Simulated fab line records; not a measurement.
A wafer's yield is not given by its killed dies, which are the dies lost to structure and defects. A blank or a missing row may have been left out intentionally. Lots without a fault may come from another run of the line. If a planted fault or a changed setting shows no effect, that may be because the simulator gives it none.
Chamber matching :: flow nand harc :: NHARC_A_CHANNEL_FILL_D2_ALD_16 on ald hk-04: 4 sister chambers
The step deposits SiO2, target thk 1.5 nm, pulse time 10 s, ald cycles 15. 4 wafers are shown with their chamber, then 8 later ones without.

WAFERS PAIRED WITH THEIR CHAMBERS
wafer: L078.2
chamber: 2
heater power w (W): 445

wafer: L085.3
chamber: 1
heater power w (W): 391

wafer: L085.6
chamber: 0
heater power w (W): 525

wafer: L089.1
chamber: 3
heater power w (W): 460

WAFERS WHOSE CHAMBER IS MISSING
wafer: L089.3
heater power w (W): 416

wafer: L089.4
heater power w (W): 443

wafer: L090.2
heater power w (W): 447

wafer: L090.3
heater power w (W): 445

wafer: L090.6
heater power w (W): 498

wafer: L091.2
heater power w (W): 433

wafer: L091.3
heater power w (W): 499

wafer: L091.6
heater power w (W): 501

WHICH CHAMBER EACH WENT THROUGH
wafer: L089.3
from the rows above: can't be placed: 1 or 2 or 3
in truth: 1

wafer: L089.4
from the rows above: can't be placed: 2 or 3
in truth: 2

wafer: L090.2
from the rows above: can't be placed: 2 or 3
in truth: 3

wafer: L090.3
from the rows above: can't be placed: 2 or 3
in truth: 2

wafer: L090.6
from the rows above: can't be placed: 0 or 3 or 2
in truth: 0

wafer: L091.2
from the rows above: can't be placed: 2 or 3 or 1
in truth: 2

wafer: L091.3
from the rows above: can't be placed: 0 or 3 or 2
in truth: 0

wafer: L091.6
from the rows above: can't be placed: 0 or 3 or 2
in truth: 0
Placed correctly: 0 of 8. Cannot be placed on the basis of these rows: 8; the candidates contain the true chamber in 8. Placed wrongly: 0.
How it was worked out, from the rows above alone: a wafer's distance from a chamber is the root of the sum, over the readings, of the square of ((its reading less the chamber's mean) divided by the reading's scatter). The wafer belongs to the nearest chamber; if the next one is less than 2 further off, it can't be placed. Each chamber's mean is taken over the wafers shown for it. The scatter: with one shown wafer a chamber, the root of the mean of the squares of how far each hidden wafer lies from its nearest shown one.
